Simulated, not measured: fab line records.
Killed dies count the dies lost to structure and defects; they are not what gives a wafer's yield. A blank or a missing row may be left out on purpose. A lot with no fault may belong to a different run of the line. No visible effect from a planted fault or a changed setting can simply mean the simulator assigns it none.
fab line records + flow n5_finfet
record
- lots=6
- wafers=18
- last_day=15
route steps=1938 shown BEOL_M10@1516 PASSIVATION@1936
lots untouched by any fault: they come from a run of this same line in which no faults occurred
start_h: hours from the record's first day to the start of the lot's first wafer shown + wait_h: how many hours have passed since the lot's step before this one + " unchanged from the row above + L1.1+2: one row covering several wafers at once + - value missing, or start not given + * or withheld: withheld + < > ~ a bound
route shown NAME@n: NAME is a module with steps in the file, n the number in the route of the first one + usual: average and standard deviation across the fault-free wafers + same: alike in all rows + chamber/n: place in a boat + sites: the reading at each site + _std_site: the values' standard deviation + _edge_site: inner sites' mean taken away from outer sites' mean + radius_mm: for every site, how far away it sits from the centre of the wafer + mask NAME#n: copy n + behind: the last tool/chamber to shape the wafer + hold: reason for holding the lot/hours on hold/outcome of the hold + device: which transistor (n, p or np) failed to switch + end of line: tests of these same wafers at the route's end + a step given without rows: its recipe and nothing more + killed: at the first sort, the dies lost to defects and structure; wafer yield is something else + map: dies across one wafer; x = killed, . = not, _ = none there
set.NAME: setting as actually run; set.NAME@STEP: the setting as run at that earlier step + model.NAME: the simulator's own value behind a step, which no gauge read
lots at some steps of the route; a table a step, a row a wafer
services: the hour from which a tool's chamber was out of use, counted from the record's first day as start_h (under 0 if before that day), plus the number of hours and why
## steps
# step N5_BEOL_M10_HM_STRIP_39
# recipe
- chemistry=peroxide_tin_strip
- material=TiN
- target_depth_a=250
- temp_c=50
- time_s=158
# step N5_BEOL_M10_SRD_40
# recipe
- time_s=30
- temp_c=23
- rinse_liquid=diw
- dry=ipa_marangoni
# step N5_BEOL_M10_PRECLEAN_42
# recipe
- chemistry=residue_remover
- time_s=60
- temp_c=40
# step N5_BEOL_M10_SRD_43
# recipe
- time_s=30
- temp_c=23
- rinse_liquid=diw
- dry=ipa_marangoni
# step N5_BEOL_M10_CD_MEAS_35
# recipe
- target_cd_nm=70
- polarity=opening
# usual
- cd_nm=69.6/0.67
| lot.wafer | tool      | chamber | start_h | wait_h | cd_nm |
|-----------|-----------|---------|---------|--------|-------|
| L722.1    | cd_sem-03 | -       | 237.88  | 0.0    | 68.3  |
| L722.2    | "         | -       | "       | "      | 68.7  |
| L722.6    | "         | -       | "       | "      | 69.7  |
| L726.3    | cd_sem-02 | -       | 250.51  | 0.0    | 70.3  |
| L726.4    | "         | -       | "       | "      | 69.7  |
| L726.5    | "         | -       | "       | "      | 70.2  |
| L730.3    | cd_sem-03 | -       | 268.36  | 0.0    | 68.7  |
| L730.4    | "         | -       | "       | "      | 68.6  |
| L730.5    | "         | -       | "       | "      | 70.3  |
| L733.4    | cd_sem-03 | -       | 304.83  | 0.0    | 70.6  |
| L733.5    | "         | -       | "       | "      | 69.8  |
| L733.6    | "         | -       | "       | "      | 69.9  |
| L738.1    | cd_sem-02 | -       | 322.02  | 0.0    | 70.7  |
| L738.4    | "         | -       | "       | "      | 70.2  |
| L738.5    | "         | -       | "       | "      | 69.6  |
| L736.1    | cd_sem-01 | -       | 326.02  | 0.0    | 69.4  |
| L736.2    | "         | -       | "       | "      | 69.2  |
| L736.4    | "         | -       | "       | "      | 68.7  |
# step N5_BEOL_M10_CURE_72
# recipe
- temp_c=370
- time_s=120
- ambient=DMADMS/He
- material=SiCOH_lowk
# usual
- lamp_power_pct=52.31/0.05
- wafer_temp_C_max=371.7/0.45
| lot.wafer | tool       | chamber | start_h | wait_h | lamp_power_pct | wafer_temp_C_max |
|-----------|------------|---------|---------|--------|----------------|------------------|
| L722.1    | uv_cure-01 | 1       | 237.97  | 0.1    | 52.26          | 372.7            |
| L722.2    | "          | 1       | "       | "      | 52.36          | 371.4            |
| L722.6    | "          | 1       | "       | "      | 52.29          | 372.4            |
| L726.3    | uv_cure-03 | 1       | 250.75  | 0.2    | 52.32          | 371.6            |
| L726.4    | "          | 1       | "       | "      | 52.31          | 371.6            |
| L726.5    | "          | 1       | "       | "      | 52.37          | 371.8            |
| L730.3    | uv_cure-02 | 2       | 268.50  | 0.1    | 52.27          | 371.5            |
| L730.4    | "          | 2       | "       | "      | 52.29          | 371.7            |
| L730.5    | "          | 2       | "       | "      | 52.33          | 371.7            |
| L733.4    | uv_cure-01 | 0       | 305.02  | 0.2    | 52.28          | 371.6            |
| L733.5    | "          | 0       | "       | "      | 52.32          | 371.7            |
| L733.6    | "          | 0       | "       | "      | 52.40          | 371.7            |
| L738.1    | uv_cure-02 | 2       | 322.06  | 0.0    | 52.32          | 372.2            |
| L738.4    | "          | 2       | "       | "      | 52.28          | 372.2            |
| L738.5    | "          | 2       | "       | "      | 52.31          | 372.1            |
| L736.1    | uv_cure-02 | 1       | 326.06  | 0.0    | 52.35          | 372.1            |
| L736.2    | "          | 1       | "       | "      | 52.34          | 372.5            |
| L736.4    | "          | 1       | "       | "      | 52.31          | 372.3            |
# step N5_BEOL_M10_DEGAS_44
# recipe
- ambient=vacuum
- temp_c=250
- time_s=60
# step N5_BEOL_M10_PRE_CLEAN_45
# recipe
- gas=H2/He
- time_s=30
- temp_c=250
# step N5_BEOL_M10_ALD_74
# recipe
- material=TaN
- target_thk_a=20
- temp_c=275
- ald_precursor_family=PDMAT
- ald_co_reactant=NH3
- pressure_torr=3
- carrier_flow_sccm=1500
- pulse_time_s=2
- purge_time_s=3
- co_reactant_purge_time_s=2
- co_reactant_pulse_time_s=3
- ald_cycles=40
- precursor_vessel_temp_c=75
- precursor_vessel_pressure_torr=26.25
- precursor_vessel_carrier_sccm=1000
# usual
- chamber_pressure_Torr=2.999/0.007
- heater_power_w=419/32
# same
- ald_cycles=40
| lot.wafer | tool         | chamber | start_h | wait_h | chamber_pressure_Torr | heater_power_w |
|-----------|--------------|---------|---------|--------|-----------------------|----------------|
| L722.1    | ald_metal-02 | 2       | 239.49  | 0.1    | 2.986                 | 384            |
| L722.2    | "            | 0       | "       | "      | 3.001                 | 369            |
| L722.6    | "            | 1       | "       | "      | 2.996                 | 426            |
| L726.3    | ald_metal-02 | 1       | 251.80  | 0.0    | 3.001                 | 439            |
| L726.4    | "            | 2       | "       | "      | 3.001                 | 389            |
| L726.5    | "            | 0       | "       | "      | 2.996                 | 365            |
| L730.3    | ald_metal-01 | 0       | 269.31  | 0.1    | 2.988                 | 443            |
| L730.4    | "            | 3       | "       | "      | 3.017                 | 394            |
| L730.5    | "            | 2       | "       | "      | 3.002                 | 448            |
| L733.4    | ald_metal-04 | 2       | 306.16  | 0.3    | 2.995                 | 489            |
| L733.5    | "            | 3       | "       | "      | 2.998                 | 407            |
| L733.6    | "            | 2       | "       | "      | 3.003                 | 487            |
| L738.1    | ald_metal-04 | 2       | 322.55  | 0.0    | 3.004                 | 484            |
| L738.4    | "            | 1       | "       | "      | 3.005                 | 392            |
| L738.5    | "            | 1       | "       | "      | 3.006                 | 392            |
| L736.1    | ald_metal-01 | 3       | 327.10  | 0.1    | 2.985                 | 384            |
| L736.2    | "            | 0       | "       | "      | 2.991                 | 471            |
| L736.4    | "            | 2       | "       | "      | 3.009                 | 441            |
# step N5_BEOL_M10_SURFACE_TREAT_76
# recipe
- gas=Ar
- time_s=*
- ion_energy_ev=*
- ion_current_ma_cm2=0.5
- pressure_mtorr=*
- ar_flow_sccm=30
# usual
- throttle_valve_pct=*
| lot.wafer | tool           | chamber | start_h | wait_h | throttle_valve_pct |
|-----------|----------------|---------|---------|--------|--------------------|
| L722.1    | pvd_sputter-03 | -       | 239.84  | 0.2    | *                  |
| L722.2    | "              | -       | "       | "      | *                  |
| L722.6    | "              | -       | "       | "      | *                  |
| L726.3    | pvd_sputter-02 | -       | 252.27  | 0.3    | *                  |
| L726.4    | "              | -       | "       | "      | *                  |
| L726.5    | "              | -       | "       | "      | *                  |
| L730.3    | pvd_sputter-02 | -       | 270.83  | 1.4    | *                  |
| L730.4    | "              | -       | "       | "      | *                  |
| L730.5    | "              | -       | "       | "      | *                  |
| L733.4    | pvd_sputter-01 | -       | 307.05  | 0.8    | *                  |
| L733.5    | "              | -       | "       | "      | *                  |
| L733.6    | "              | -       | "       | "      | *                  |
| L738.1    | pvd_sputter-03 | -       | 323.05  | 0.4    | *                  |
| L738.4    | "              | -       | "       | "      | *                  |
| L738.5    | "              | -       | "       | "      | *                  |
| L736.1    | pvd_sputter-03 | -       | 327.47  | 0.2    | *                  |
| L736.2    | "              | -       | "       | "      | *                  |
| L736.4    | "              | -       | "       | "      | *                  |
# step N5_BEOL_M10_CVD_75
# recipe
- material=Co
- target_thk_a=20
- temp_c=withheld
- precursor=CCTBA/H2
- pressure_torr=30
- time_s=138.9
# step N5_BEOL_M10_SPUTTER_48
# recipe
- material=Cu
- target_thk_a=120
- temp_c=-20
- bias_v=60
- power_w=26000
- chamber_pressure_pa=0.13
- time_s=2
# usual
- cathode_dc_power_W=26001/4.8
- throttle_valve_pct=29.4/1.1
| lot.wafer | tool           | chamber | start_h | wait_h | cathode_dc_power_W | throttle_valve_pct |
|-----------|----------------|---------|---------|--------|--------------------|--------------------|
| L722.1    | pvd_sputter-03 | -       | 240.06  | 0.1    | 26005              | 28.8               |
| L722.2    | "              | -       | "       | "      | 25998              | 30.9               |
| L722.6    | "              | -       | "       | "      | 25989              | 28.4               |
| L726.3    | pvd_sputter-03 | -       | 252.48  | 0.1    | 25996              | 28.5               |
| L726.4    | "              | -       | "       | "      | 26005              | 28.3               |
| L726.5    | "              | -       | "       | "      | 26003              | 30.4               |
| L730.3    | pvd_sputter-02 | -       | 271.05  | 0.1    | 26003              | 30.5               |
| L730.4    | "              | -       | "       | "      | 26001              | 31.2               |
| L730.5    | "              | -       | "       | "      | 26012              | 30.1               |
| L733.4    | pvd_sputter-01 | -       | 307.27  | 0.1    | 26006              | 27.6               |
| L733.5    | "              | -       | "       | "      | 26002              | 27.7               |
| L733.6    | "              | -       | "       | "      | 26002              | 28.9               |
| L738.1    | pvd_sputter-03 | -       | 323.29  | 0.1    | 25998              | 28.9               |
| L738.4    | "              | -       | "       | "      | 25998              | 28.4               |
| L738.5    | "              | -       | "       | "      | 26003              | 28.8               |
| L736.1    | pvd_sputter-03 | -       | 327.65  | 0.1    | 25994              | 31.0               |
| L736.2    | "              | -       | "       | "      | 26002              | 28.4               |
| L736.4    | "              | -       | "       | "      | 25996              | 28.7               |
# step N5_BEOL_M10_ECD_50
# recipe
- material=Cu
- target_thk_a=3180
| lot.wafer | tool      | chamber | start_h | wait_h | model.Cu_of_BEOL_M10_ECD_50.thk_nm |
|-----------|-----------|---------|---------|--------|------------------------------------|
| L722.1    | ecd_cu-01 | 1       | 240.18  | 0.1    | 317.4                              |
| L722.2    | "         | 0       | "       | "      | 316.2                              |
| L722.6    | "         | 1       | "       | "      | 322.2                              |
| L726.3    | ecd_cu-01 | 0       | 252.63  | 0.1    | 319.6                              |
| L726.4    | "         | 1       | "       | "      | 316.2                              |
| L726.5    | "         | 1       | "       | "      | 322.2                              |
| L730.3    | ecd_cu-02 | 0       | 271.19  | 0.1    | 322.4                              |
| L730.4    | "         | 1       | "       | "      | 321.6                              |
| L730.5    | "         | 0       | "       | "      | 317.8                              |
| L733.4    | ecd_cu-01 | 1       | 307.42  | 0.1    | 314.4                              |
| L733.5    | "         | 1       | "       | "      | 320                                |
| L733.6    | "         | 0       | "       | "      | 318.6                              |
| L738.1    | ecd_cu-01 | 1       | 323.41  | 0.1    | 481.6                              |
| L738.4    | "         | 0       | "       | "      | 312.4                              |
| L738.5    | "         | 0       | "       | "      | 314.6                              |
| L736.1    | ecd_cu-01 | 0       | 327.77  | 0.1    | 315.2                              |
| L736.2    | "         | 1       | "       | "      | 479.6                              |
| L736.4    | "         | 0       | "       | "      | 314.4                              |
# step N5_BEOL_M10_ANNEAL_51
# recipe
- temp_c=225
- time_s=90
- ambient=N2
# usual
- wafer_temp_C_max=225.68/0.19
| lot.wafer | tool          | chamber | start_h | wait_h | wafer_temp_C_max |
|-----------|---------------|---------|---------|--------|------------------|
| L722.1    | rtp_anneal-02 | 0       | 240.51  | 0.3    | 225.74           |
| L722.2    | "             | 0       | "       | "      | 225.85           |
| L722.6    | "             | 0       | "       | "      | 225.43           |
| L726.3    | rtp_anneal-02 | 0       | 252.80  | 0.1    | 225.60           |
| L726.4    | "             | 0       | "       | "      | 225.83           |
| L726.5    | "             | 0       | "       | "      | 225.51           |
| L730.3    | rtp_anneal-02 | 0       | 271.37  | 0.1    | 225.78           |
| L730.4    | "             | 0       | "       | "      | 226.05           |
| L730.5    | "             | 0       | "       | "      | 225.45           |
| L733.4    | rtp_anneal-02 | 0       | 307.63  | 0.2    | 225.63           |
| L733.5    | "             | 0       | "       | "      | 225.30           |
| L733.6    | "             | 0       | "       | "      | 225.41           |
| L738.1    | rtp_anneal-02 | 0       | 323.85  | 0.4    | 225.87           |
| L738.4    | "             | 0       | "       | "      | 225.69           |
| L738.5    | "             | 0       | "       | "      | 225.80           |
| L736.1    | rtp_anneal-01 | 0       | 327.91  | 0.1    | 225.67           |
| L736.2    | "             | 0       | "       | "      | 225.92           |
| L736.4    | "             | 0       | "       | "      | 225.69           |
# step N5_BEOL_M10_CMP_52
# recipe
- stop_on=SiCOH_lowk
- t_overpolish_s=7
- down_force_psi=1
- platen_rpm=50
- clearing_platen_down_force_psi=1.5
- clearing_platen_rpm=50
- post_cmp_clean=cu_alkaline
- target_thk_nm=140
- clearing_platen_pad_velocity_m_s=0.99484
- pad_velocity_m_s=0.99484
# usual
- motor_current_A=5.7/0.53
- time_to_endpoint_s=67/3.3
| lot.wafer | tool   | chamber | start_h | wait_h | motor_current_A | time_to_endpoint_s |
|-----------|--------|---------|---------|--------|-----------------|--------------------|
| L722.2    | cmp-04 | 1       | 240.81  | 0.2    | 5.5             | 67                 |
| L722.1    | "      | 3       | "       | "      | 6.2             | 62                 |
| L722.6    | "      | 2       | "       | "      | 6.1             | 69                 |
| L726.4    | cmp-02 | 3       | 253.08  | 0.2    | 5.3             | 70                 |
| L726.3    | "      | 0       | "       | "      | 5.9             | 75                 |
| L726.5    | "      | 1       | "       | "      | 5.1             | 71                 |
| L730.3    | cmp-02 | 2       | 271.57  | 0.2    | 5.2             | 66                 |
| L730.4    | "      | 1       | "       | "      | 5.2             | 67                 |
| L730.5    | "      | 3       | "       | "      | 5.3             | 70                 |
| L733.4    | cmp-04 | 1       | 307.83  | 0.2    | 5.6             | 69                 |
| L733.6    | "      | 0       | "       | "      | 7.0             | 67                 |
| L733.5    | "      | 1       | "       | "      | 5.4             | 69                 |
| L738.4    | cmp-01 | 2       | 324.26  | 0.2    | 6.9             | 62                 |
| L738.1    | "      | 3       | "       | "      | 6.8             | 100                |
| L738.5    | "      | 2       | "       | "      | 6.3             | 63                 |
| L736.4    | cmp-01 | 2       | 328.20  | 0.1    | 6.8             | 64                 |
| L736.1    | "      | 0       | "       | "      | 5.2             | 63                 |
| L736.2    | "      | 1       | "       | "      | 5.8             | 94                 |
# step N5_BEOL_M10_THK_MEAS_53
# recipe
- thk_meas_gauge=xrf
- reads=Cu_of_BEOL_M10_ECD_50
# usual
- M10_THK=142.1/2.3
| lot.wafer | tool          | chamber | start_h | wait_h | M10_THK[nm] |
|-----------|---------------|---------|---------|--------|-------------|
| L722.1    | film_metro-01 | -       | 241.10  | -      | 145.0       |
| L722.2    | "             | -       | "       | "      | 140.8       |
| L722.6    | "             | -       | "       | "      | 140.1       |
| L726.3    | film_metro-01 | -       | 253.30  | -      | 144.2       |
| L726.4    | "             | -       | "       | "      | 143.7       |
| L726.5    | "             | -       | "       | "      | 142.5       |
| L730.3    | film_metro-01 | -       | 271.87  | -      | 136.2       |
| L730.4    | "             | -       | "       | "      | 145.2       |
| L730.5    | "             | -       | "       | "      | 138.6       |
| L733.4    | film_metro-02 | -       | 308.09  | -      | 141.7       |
| L733.5    | "             | -       | "       | "      | 143.1       |
| L733.6    | "             | -       | "       | "      | 140.7       |
| L738.1    | film_metro-02 | -       | 324.56  | -      | 145.7       |
| L738.4    | "             | -       | "       | "      | 141.3       |
| L738.5    | "             | -       | "       | "      | 143.0       |
| L736.1    | film_metro-02 | -       | 328.50  | -      | 137.5       |
| L736.2    | "             | -       | "       | "      | 144.5       |
| L736.4    | "             | -       | "       | "      | 137.3       |
# step N5_PASSIVATION_PROBE_49
# usual
- defect_limited_yield=91.0/1.5
- killed_at_M0_to_M3=34/9.1
- killed_at_M4_up=14/5.7
- killed_at_contacts=13/5.7
- killed_at_front_end=42/12
- killed_at_other=4/3.4
- killed_dies=106/17
- killed_open=70/13
- killed_short=34/7.5
- sort_bin_5_function=5.2/0.94
- sort_bin_6_memory=3.4/0.69
- sort_n_pass=1074/17
- sort_yield_pct=91.0/1.5
# same
- gross_dies=1180
- killed_at_back_side=0
- sort_bin_4_leakage[%]=0
- sort_bin_8_speed[%]=0
| lot.wafer | tool      | chamber | start_h | wait_h | defect_limited_yield[%] | killed_at_M0_to_M3 | killed_at_M4_up | killed_at_contacts | killed_at_front_end | killed_at_other | killed_dies | killed_open | killed_short | sort_bin_5_function[%] | sort_bin_6_memory[%] | sort_n_pass | sort_yield_pct[%] |
|-----------|-----------|---------|---------|--------|-------------------------|--------------------|-----------------|--------------------|---------------------|-----------------|-------------|-------------|--------------|------------------------|----------------------|-------------|-------------------|
| L730.3    | prober-02 | -       | 325.87  | 0.1    | 91.2                    | 26                 | 17              | 15                 | 44                  | 2               | 104         | 78          | 26           | 5.3                    | 3.2                  | 1076        | 91.2              |
| L730.4    | prober-02 | -       | 325.92  | 0.2    | 88.3                    | 40                 | 9               | 5                  | 81                  | 3               | 138         | 101         | 35           | 5.9                    | 5.3                  | 1042        | 88.3              |
| L730.5    | prober-02 | -       | 325.97  | 0.2    | 90.4                    | 28                 | 8               | 15                 | 62                  | 0               | 113         | 83          | 30           | 5.1                    | 4.2                  | 1067        | 90.4              |
# killed by level:class
L730.3 STI_FIN_REVEAL:geometric_particle:open=22 BEOL_M3:geometric_particle:open=12 MOL_CONTACT_COAG:geometric_particle:open=10 BEOL_M4:geometric_particle:open=7 BEOL_M0_SAQP:geometric_particle:open=6 STI_FIN_REVEAL:geometric_particle:short=5 MOL_CONTACT_COAG:geometric_particle:short=5 FIN_SAQP:geometric_particle:short=4
L730.4 STI_FIN_REVEAL:geometric_particle:open=24 FIN_SAQP:geometric_particle:open=19 BEOL_M3:geometric_particle:open=19 FIN_SAQP:geometric_particle:short=10 STI_FIN_REVEAL:geometric_particle:short=6 BEOL_M0_SAQP:geometric_particle:open=5 DUMMY_GATE:geometric_particle:open=4 ILD0:geometric_particle:short=4
L730.5 STI_FIN_REVEAL:geometric_particle:open=19 FIN_SAQP:geometric_particle:open=13 MOL_CONTACT_COAG:geometric_particle:open=13 BEOL_M3:geometric_particle:open=10 GATE_CUT:geometric_particle:open=7 FIN_SAQP:geometric_particle:short=6 STARTING-WAFER:geometric_particle:short=6 BEOL_M4:geometric_particle:open=5
## services
| tool          | chamber | start_h | hours | kind   |
|---------------|---------|---------|-------|--------|
| cmp-04        | -       | 219.11  | 0.3   | repair |
| ald_metal-02  | -       | 233.97  | 0.9   | repair |
| cmp-02        | -       | 235.24  | 0.5   | repair |
| ald_metal-04  | -       | 239.48  | 8.7   | pm     |
| cmp-04        | -       | 241.20  | 14.3  | repair |
| uv_cure-02    | -       | 251.35  | 1.0   | pm     |
| ecd_cu-01     | -       | 252.78  | 7.3   | pm     |
| cmp-01        | -       | 255.04  | 5.6   | pm     |
| cmp-04        | -       | 255.52  | 7.6   | pm     |
| cmp-01        | -       | 262.95  | 15.5  | pm     |
| uv_cure-01    | -       | 265.35  | 7.5   | pm     |
| uv_cure-01    | -       | 272.90  | 7.5   | pm     |
| ald_metal-02  | 2       | 281.18  | 43.6  | repair |
| ald_metal-04  | 0       | 282.69  | 6.7   | repair |
| cmp-02        | -       | 282.73  | 4.0   | pm     |
| uv_cure-02    | -       | 293.86  | 0.9   | repair |
| cmp-02        | -       | 302.66  | 5.8   | pm     |
| ecd_cu-01     | -       | 304.44  | 2.8   | repair |
| uv_cure-03    | -       | 307.51  | 2.1   | pm     |
| cmp-01        | -       | 312.11  | 2.6   | repair |
| ald_metal-01  | -       | 320.16  | 0.7   | repair |
| uv_cure-03    | -       | 321.35  | 2.0   | repair |
| rtp_anneal-01 | -       | 324.62  | 2.2   | pm     |
| cmp-02        | -       | 325.38  | 5.3   | pm     |
## key
first_sign
- step=N5_BEOL_M10_CMP_52
- reading=time_to_endpoint_s
- direction=up
- sigmas=9.2
- usual=*
- struck=*
effect none on later readings
model_effect
- step=N5_BEOL_M10_ECD_50
- value=Cu_of_BEOL_M10_ECD_50.thk_nm
- without=317.4
- struck=480.6
met_at N5_BEOL_M10_ECD_50
struck_wafers L736.2,L738.1
onset_between 307.42 323.41
fault
- kind=process_parameter_drift
- tool=ecd_cu-01
- chamber=1
- onset_h=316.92
- steps=N5_BEOL_M10_ECD_50
- channel=target_thk_a
- offset=*
- shape=step
- end_h=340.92
- acts_in=*
- stated=*
